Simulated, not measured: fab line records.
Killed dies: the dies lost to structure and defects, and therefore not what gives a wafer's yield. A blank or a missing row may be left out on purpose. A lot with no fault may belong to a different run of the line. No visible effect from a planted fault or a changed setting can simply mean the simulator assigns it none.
Matching of chambers -- flow n5-finfet -- rie-diel-04 running N5_BEOL_M10_STRIP_67: 4 sister chambers
The step strips in CF4. 4 wafers are shown with their chamber, then 12 later ones without.

WAFERS PAIRED WITH THEIR CHAMBERS
wafer,chamber,showerhead-plenum-p-Torr (Torr)
L088.1,0,1.92
L090.1,2,1.77
L090.2,3,1.71
L090.4,1,1.73

WAFERS WITHOUT THEIR CHAMBER
wafer,showerhead-plenum-p-Torr (Torr)
L091.2,1.77
L091.3,1.72
L091.5,1.72
L094.1,1.71
L094.2,1.77
L094.4,1.72
L092.1,1.72
L092.4,1.71
L092.5,1.72
L096.1,1.71
L096.3,1.77
L096.5,1.72

WHICH CHAMBER EACH ONE RAN IN
wafer,from the rows above,in truth
L091.2,2,2
L091.3,can't be placed: 1 or 3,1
L091.5,can't be placed: 1 or 3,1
L094.1,3,3
L094.2,2,2
L094.4,can't be placed: 1 or 3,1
L092.1,can't be placed: 1 or 3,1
L092.4,3,3
L092.5,can't be placed: 1 or 3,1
L096.1,3,3
L096.3,2,2
L096.5,can't be placed: 1 or 3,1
6 of 12 placed correctly. Can't be placed from these rows: 6 (the true chamber is among the candidates in 6). Number placed wrongly: 0.
How it was worked out, from the rows above alone: a wafer's distance from a chamber is the root of the sum, over the readings, of the square of ((its reading less the chamber's mean) divided by the reading's scatter). If the next closest chamber is less than 2 further off than the closest, the wafer can't be placed; otherwise it belongs to the closest. The mean given for a chamber averages the wafers shown for that chamber. The scatter: with one shown wafer a chamber, the root of the mean of the squares of how far each hidden wafer lies from its nearest shown one.
